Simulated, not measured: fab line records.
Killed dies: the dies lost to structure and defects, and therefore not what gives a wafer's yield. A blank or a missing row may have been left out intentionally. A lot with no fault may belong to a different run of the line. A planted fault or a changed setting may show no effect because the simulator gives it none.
Which tool did it? | flow n5-finfet | Sampling: 24 lots, 72 wafers, 5 of 1938 route steps

== WHAT EACH GAUGE READ, for each wafer ==
N5_BEOL_M15_OVL_MEAS_11. Usual: V14_OVL -1 nm, standard deviation 4.7.
lot  | measured     | on         | V14_OVL (nm) | flag
L076 | day 11 04:57 | overlay-02 | -10 -10 -6   |
L074 | day 11 08:23 | overlay-01 | 7 3 2        |
L077 | day 11 20:23 | overlay-01 | -5 -4 0      |
L075 | day 11 20:25 | overlay-01 | -1 -5 5      |
L078 | day 11 20:36 | overlay-01 | 1 3 -1       |
L079 | day 12 12:17 | overlay-01 | -2 -3 2      |
L080 | day 12 18:51 | overlay-01 | 4 7 7        |
L082 | day 13 06:40 | overlay-02 | -4 -2 -4     |
L081 | day 13 09:22 | overlay-02 | -8 -6 2      |
L084 | day 13 21:50 | overlay-01 | -5 0 1       |
L083 | day 13 22:55 | overlay-01 | 7 9 5        |
L086 | day 14 06:22 | overlay-01 | 4 -1 -2      |
L085 | day 14 10:51 | overlay-02 | -1 -7 2      |
L088 | day 14 15:22 | overlay-01 | 5 -3 4       |
L087 | day 14 16:04 | overlay-02 | -2 1 -12     |
L089 | day 15 07:10 | overlay-02 | 7 4 9        |
L090 | day 15 20:27 | overlay-01 | -6 -5 -10    |
L091 | day 15 20:43 | overlay-01 | -2 -8 -4     |
L092 | day 16 03:01 | overlay-01 | -6 -2 -2     |
L093 | day 16 14:48 | overlay-02 | -4 -1 6      |
L096 | day 16 20:17 | overlay-02 | 0 8 2        |
L094 | day 17 01:00 | overlay-02 | -5 -9 0      |
L095 | day 17 01:49 | overlay-02 | -1 1 -7      |
L097 | day 17 17:02 | overlay-01 | -4 -4 -8     |

N5_MIM_BOT_LITHO_OVL_MEAS_11. Usual: MIM_BOT_OVL 1 nm, standard deviation 5.
lot  | measured     | on         | MIM_BOT_OVL (nm) | flag
L076 | day 11 14:31 | overlay-01 | 5 4 3            |
L074 | day 11 19:31 | overlay-02 | 0 -7 -3          |
L077 | day 12 07:30 | overlay-02 | -3 -5 9          |
L075 | day 12 11:04 | overlay-01 | 1 5 -2           |
L078 | day 12 10:54 | overlay-02 | -4 -6 3          |
L079 | day 12 23:53 | overlay-02 | 0 0 3            |
L080 | day 13 06:34 | overlay-01 | -2 3 3           |
L082 | day 13 16:17 | overlay-01 | 2 -4 2           |
L081 | day 13 17:23 | overlay-02 | 3 3 4            |
L084 | day 14 09:45 | overlay-02 | -3 -5 0          |
L083 | day 14 14:09 | overlay-02 | 4 12 3           |
L086 | day 14 15:46 | overlay-02 | 11 5 5           |
L085 | day 14 18:20 | overlay-01 | 2 0 6            |
L088 | day 15 02:01 | overlay-02 | 4 0 -9           |
L087 | day 15 02:28 | overlay-01 | 0 10 11          |
L089 | day 15 19:50 | overlay-01 | 4 0 -2           |
L090 | day 16 05:36 | overlay-02 | 2 -2 3           |
L091 | day 16 06:06 | overlay-02 | -7 -6 0          |
L092 | day 16 12:53 | overlay-01 | 12 11 9          |
L093 | day 16 23:42 | overlay-01 | -7 10 -7         |
L096 | day 17 05:20 | overlay-01 | 3 -3 -1          |
L094 | day 17 10:23 | overlay-02 | 4 9 14           |
L095 | day 17 10:38 | overlay-02 | 2 -1 2           |
L097 | day 18 01:51 | overlay-02 | 2 5 2            |

== WHAT TOOL EACH LOT RAN ON (gives the tool, then ch and the chambers of the sampled wafers, and finally the start) ==
lot  | N5_BEOL_M14_ETCH_38                           | N5_PASSIVATION_PECVD_00         | N5_MIM_TOP_ETCH_STRIP_01
L076 | rie-diel-03 ch 1,2,3, day 11 04:57 or earlier | pecvd-04 ch 0,1,2, day 11 10:49 | rie-diel-04 ch 0,2,3, day 11 14:04
L074 | rie-diel-01 ch 1,3, day 11 08:23 or earlier   | pecvd-04 ch 1,2, day 11 15:50   | rie-diel-05 ch 0,2, day 11 18:57
L077 | rie-diel-01 ch 0,1, day 11 20:23 or earlier   | pecvd-03 ch 0,1, day 12 03:35   | rie-diel-04 ch 0,1,3, day 12 06:54
L075 | rie-diel-06 ch 0,1,3, day 11 20:25 or earlier | pecvd-04 ch 0,2, day 12 04:31   | rie-diel-04 ch 0,3, day 12 10:29
L078 | rie-diel-03 ch 1,2,3, day 11 20:36 or earlier | pecvd-03 ch 0,1, day 12 05:29   | rie-diel-04 ch 0,1,3, day 12 10:27
L079 | rie-diel-03 ch 2,3, day 12 12:17 or earlier   | pecvd-03 ch 1,2, day 12 19:19   | rie-diel-04 ch 0,3, day 12 23:19
L080 | rie-diel-06 ch 0,2,3, day 12 18:51 or earlier | pecvd-01 ch 0,1,2, day 13 03:19 | rie-diel-02 ch 0,1,3, day 13 06:07
L082 | rie-diel-06 ch 0,1,3, day 13 06:40 or earlier | pecvd-01 ch 0,2, day 13 12:05   | rie-diel-02 ch 0,2, day 13 15:49
L081 | rie-diel-03 ch 1,2, day 13 09:22 or earlier   | pecvd-01 ch 1,2, day 13 14:21   | rie-diel-02 ch 1,2, day 13 16:49
L084 | rie-diel-03 ch 1,2,3, day 13 21:50 or earlier | pecvd-04 ch 1,2, day 14 06:53   | rie-diel-02 ch 0,2,3, day 14 09:11
L083 | rie-diel-03 ch 1,2,3, day 13 22:55 or earlier | pecvd-01 ch 0,1,2, day 14 08:55 | rie-diel-04 ch 0,3, day 14 13:34
L086 | rie-diel-06 ch 0,3, day 14 06:22 or earlier   | pecvd-04 ch 0,1,2, day 14 11:31 | rie-diel-04 ch 0,2,3, day 14 15:19
L085 | rie-diel-03 ch 0,1,2, day 14 10:51 or earlier | pecvd-01 ch 0,1, day 14 16:02   | rie-diel-04 ch 0,1,3, day 14 17:53
L088 | rie-diel-01 ch 1,2, day 14 15:22 or earlier   | pecvd-03 ch 0,1,2, day 15 00:04 | rie-diel-04 ch 0,1,2, day 15 01:34
L087 | rie-diel-06 ch 0,1,2, day 14 16:04 or earlier | pecvd-03 ch 0,1,2, day 15 00:13 | rie-diel-02 ch 0,1, day 15 01:53
L089 | rie-diel-03 ch 0,1,3, day 15 07:10 or earlier | pecvd-03 ch 1,2, day 15 16:02   | rie-diel-04 ch 0,2,3, day 15 19:16
L090 | rie-diel-01 ch 1,2,3, day 15 20:27 or earlier | pecvd-04 ch 1,2, day 16 03:02   | rie-diel-02 ch 0,3, day 16 05:01
L091 | rie-diel-01 ch 1,2,3, day 15 20:43 or earlier | pecvd-01 ch 0,1,2, day 16 03:10 | rie-diel-05 ch 0,1,2, day 16 05:32
L092 | rie-diel-06 ch 2,3, day 16 03:01 or earlier   | pecvd-03 ch 0,1,2, day 16 08:54 | rie-diel-05 ch 0,1, day 16 12:19
L093 | rie-diel-01 ch 0,1,2, day 16 14:48 or earlier | pecvd-03 ch 0,2, day 16 20:02   | rie-diel-05 ch 0,1,2, day 16 23:15
L096 | rie-diel-01 ch 1,2,3, day 16 20:17 or earlier | pecvd-03 ch 0,1,2, day 17 01:13 | rie-diel-04 ch 0,1,2, day 17 04:53
L094 | rie-diel-06 ch 1,2, day 17 01:00 or earlier   | pecvd-04 ch 1,2, day 17 06:05   | rie-diel-05 ch 0,1,2, day 17 09:55
L095 | rie-diel-01 ch 0,2,3, day 17 01:49 or earlier | pecvd-01 ch 0,2, day 17 06:38   | rie-diel-02 ch 0,2,3, day 17 10:04
L097 | rie-diel-03 ch 0,2, day 17 17:02 or earlier   | pecvd-03 ch 0,1, day 17 23:08   | rie-diel-05 ch 0,1,3, day 18 01:25
- N5_BEOL_M14_ETCH_38: etches SiCN in CF4/N2, target depth 106.5 nm, time 120.6 s.
- N5_PASSIVATION_PECVD_00: deposits SiO2 from SiH4/N2O, target thk 200 nm, time 11.2 s.
- N5_MIM_TOP_ETCH_STRIP_01: strips in O2.

== AS READ BY THE TOOLS THEMSELVES (means over the sampled wafers that have a number; for cases with no such wafer, the mark the record gives instead) ==
N5_BEOL_M14_ETCH_38. Usual: drypump-motor-current-A 5.8 A, standard deviation 0.44; n2-flow-sccm 60.03 sccm, standard deviation 0.18; oes-product-au 0.84 a.u., standard deviation 0.06; rf-vpp-V 382.5 V, standard deviation 1.6; showerhead-plenum-p-Torr 2.21 Torr, standard deviation 0.054; throttle-valve-pct 15.39 %, standard deviation 0.21.
lot  | tool        | drypump-motor-current-A (A) | n2-flow-sccm (sccm) | oes-product-au (a.u.) | rf-vpp-V (V) | showerhead-plenum-p-Torr (Torr) | throttle-valve-pct (%) | flag
L076 | rie-diel-03 | 5.7                         | 60.03               | 0.88                  | 381.2        | 2.18                            | 15.30                  |
L074 | rie-diel-01 | 6.1                         | 60.22               | 0.79                  | 383.1        | 2.20                            | 15.30                  |
L077 | rie-diel-01 | 6.6                         | 59.83               | 0.88                  | 384.2        | 2.24                            | 15.21                  |
L075 | rie-diel-06 | 5.6                         | 60.07               | 0.78                  | 384.6        | 2.27                            | 15.57                  |
L078 | rie-diel-03 | 5.7                         | 60.09               | 0.86                  | 381.8        | 2.18                            | 15.30                  |
L079 | rie-diel-03 | 5.6                         | 59.99               | 0.89                  | 382.0        | 2.18                            | 15.18                  |
L080 | rie-diel-06 | 5.5                         | 59.97               | 0.81                  | 384.0        | 2.24                            | 15.58                  |
L082 | rie-diel-06 | 5.7                         | 60.22               | 0.78                  | 382.9        | 2.27                            | 15.59                  |
L081 | rie-diel-03 | 5.8                         | 60.06               | 0.82                  | 381.7        | 2.18                            | 15.46                  |
L084 | rie-diel-03 | 5.7                         | 60.09               | 0.84                  | 382.4        | 2.17                            | 15.34                  |
L083 | rie-diel-03 | 5.7                         | 59.99               | 0.84                  | 381.7        | 2.17                            | 15.35                  |
L086 | rie-diel-06 | 5.5                         | 59.86               | 0.74                  | 382.1        | 2.22                            | 15.82                  |
L085 | rie-diel-03 | 5.7                         | 59.96               | 0.81                  | 381.1        | 2.20                            | 15.50                  |
L088 | rie-diel-01 | 6.0                         | 59.99               | 0.85                  | 382.2        | 2.19                            | 15.21                  |
L087 | rie-diel-06 | 5.6                         | 59.92               | 0.82                  | 384.9        | 2.29                            | 15.40                  |
L089 | rie-diel-03 | 5.9                         | 60.10               | 0.84                  | 382.1        | 2.17                            | 15.38                  |
L090 | rie-diel-01 | 5.7                         | 59.97               | 0.87                  | 381.2        | 2.18                            | 15.23                  |
L091 | rie-diel-01 | 5.7                         | 60.04               | 0.87                  | 381.3        | 2.18                            | 15.25                  |
L092 | rie-diel-06 | 5.6                         | 60.29               | 0.77                  | 381.6        | 2.20                            | 15.76                  |
L093 | rie-diel-01 | 6.1                         | 60.18               | 0.84                  | 381.1        | 2.20                            | 15.28                  |
L096 | rie-diel-01 | 5.7                         | 60.10               | 0.86                  | 382.3        | 2.18                            | 15.25                  |
L094 | rie-diel-06 | 5.8                         | 60.03               | 0.85                  | 382.9        | 2.27                            | 15.36                  |
L095 | rie-diel-01 | 5.8                         | 59.95               | 0.88                  | 382.7        | 2.19                            | 15.30                  |
L097 | rie-diel-03 | 5.5                         | 59.95               | 0.79                  | 383.2        | 2.22                            | 15.56                  |

N5_PASSIVATION_PECVD_00. Usual: heater-power-w 664 W, standard deviation 110; showerhead-plenum-p-Torr 8.11 Torr, standard deviation 0.083; throttle-valve-pct 50.3 %, standard deviation 2.1.
lot  | tool     | heater-power-w (W) | showerhead-plenum-p-Torr (Torr) | throttle-valve-pct (%) | flag
L076 | pecvd-04 | 633                | 8.18                            | 49.8                   |
L074 | pecvd-04 | 650                | 8.15                            | 48.0                   |
L077 | pecvd-03 | 691                | 8.09                            | 50.7                   |
L075 | pecvd-04 | 702                | 8.16                            | 48.6                   |
L078 | pecvd-03 | 753                | 8.08                            | 50.9                   |
L079 | pecvd-03 | 676                | 8.14                            | 50.8                   |
L080 | pecvd-01 | 565                | 8.06                            | 50.1                   |
L082 | pecvd-01 | 573                | 8.05                            | 48.2                   |
L081 | pecvd-01 | 602                | 8.10                            | 49.9                   |
L084 | pecvd-04 | 621                | 8.15                            | 49.3                   |
L083 | pecvd-01 | 582                | 8.05                            | 49.9                   |
L086 | pecvd-04 | 665                | 8.18                            | 49.7                   |
L085 | pecvd-01 | 644                | 7.99                            | 51.8                   |
L088 | pecvd-03 | 731                | 8.11                            | 51.1                   |
L087 | pecvd-03 | 762                | 8.13                            | 51.1                   |
L089 | pecvd-03 | 653                | 8.13                            | 50.8                   |
L090 | pecvd-04 | 633                | 8.15                            | 48.2                   |
L091 | pecvd-01 | 613                | 8.05                            | 50.0                   |
L092 | pecvd-03 | 725                | 8.09                            | 51.2                   |
L093 | pecvd-03 | 842                | 8.13                            | 51.5                   |
L096 | pecvd-03 | 756                | 8.11                            | 51.2                   |
L094 | pecvd-04 | 567                | 8.16                            | 49.2                   |
L095 | pecvd-01 | 576                | 8.00                            | 50.3                   |
L097 | pecvd-03 | 797                | 8.07                            | 51.1                   |

N5_MIM_TOP_ETCH_STRIP_01. Usual: drypump-motor-current-A 5.7 A, standard deviation 0.51; oes-product-au 0.85 a.u., standard deviation 0.08; rf-vpp-V 3.6 V, standard deviation 1.4; showerhead-plenum-p-Torr 2.12 Torr, standard deviation 0.074; throttle-valve-pct 16.53 %, standard deviation 0.25.
lot  | tool        | drypump-motor-current-A (A) | oes-product-au (a.u.) | rf-vpp-V (V) | showerhead-plenum-p-Torr (Torr) | throttle-valve-pct (%) | flag
L076 | rie-diel-04 | 5.5                         | 0.83                  | 4.2          | 2.18                            | 16.59                  |
L074 | rie-diel-05 | 5.8                         | 0.75                  | 3.3          | 2.12                            | 16.63                  |
L077 | rie-diel-04 | 5.4                         | 0.92                  | 4.6          | 2.17                            | 16.42                  |
L075 | rie-diel-04 | 5.4                         | 0.91                  | 4.1          | 2.17                            | 16.60                  |
L078 | rie-diel-04 | 5.4                         | 0.92                  | 4.5          | 2.17                            | 16.41                  |
L079 | rie-diel-04 | 5.4                         | 0.90                  | 3.1          | 2.17                            | 16.61                  |
L080 | rie-diel-02 | 5.9                         | 0.86                  | 3.0          | 2.11                            | 16.54                  |
L082 | rie-diel-02 | 5.6                         | 0.89                  | 3.1          | 2.18                            | 16.57                  |
L081 | rie-diel-02 | 6.4                         | 0.83                  | 3.9          | 2.06                            | 16.65                  |
L084 | rie-diel-02 | 6.0                         | 0.80                  | 5.6          | 2.13                            | 16.73                  |
L083 | rie-diel-04 | 5.4                         | 0.86                  | 3.1          | 2.17                            | 16.64                  |
L086 | rie-diel-04 | 5.5                         | 0.90                  | 3.9          | 2.17                            | 16.48                  |
L085 | rie-diel-04 | 5.4                         | 0.88                  | 4.9          | 2.16                            | 16.44                  |
L088 | rie-diel-04 | 5.5                         | 0.90                  | 3.2          | 2.14                            | 16.44                  |
L087 | rie-diel-02 | 5.5                         | 0.89                  | 4.0          | 2.15                            | 16.42                  |
L089 | rie-diel-04 | 5.5                         | 0.87                  | 2.5          | 2.17                            | 16.51                  |
L090 | rie-diel-02 | 5.9                         | 0.78                  | 5.2          | 2.12                            | 16.69                  |
L091 | rie-diel-05 | 5.8                         | 0.83                  | 3.9          | 2.06                            | 16.55                  |
L092 | rie-diel-05 | 5.5                         | 0.86                  | 3.3          | 2.09                            | 16.40                  |
L093 | rie-diel-05 | 5.8                         | 0.81                  | 3.8          | 2.06                            | 16.57                  |
L096 | rie-diel-04 | 5.5                         | 0.87                  | 5.1          | 2.13                            | 16.43                  |
L094 | rie-diel-05 | 5.9                         | 0.81                  | 4.9          | 2.06                            | 16.55                  |
L095 | rie-diel-02 | 6.0                         | 0.79                  | 3.2          | 2.12                            | 16.77                  |
L097 | rie-diel-05 | 5.8                         | 0.79                  | 3.4          | 2.05                            | 16.56                  |

== THE ANSWER, worked out from the rows above alone ==
Rule: lot off if the mean of its wafers having a number is beyond 3 standard deviations from the usual mean. A lot without any number at a reading at which 4 lots or more have one is off too. The other lots that the step has rows for count as sound. The gauges are gone through in route order, then the tools' own readings, and for those a lot's mean is taken as printed above. At the first step where some lot is off, the reading lying furthest off is the one used; lots without a number count as furthest.
No lot is off at any reading shown: from this, nothing can be told.

== WHAT HAD BEEN PUT IN BY THE SIMULATOR ==
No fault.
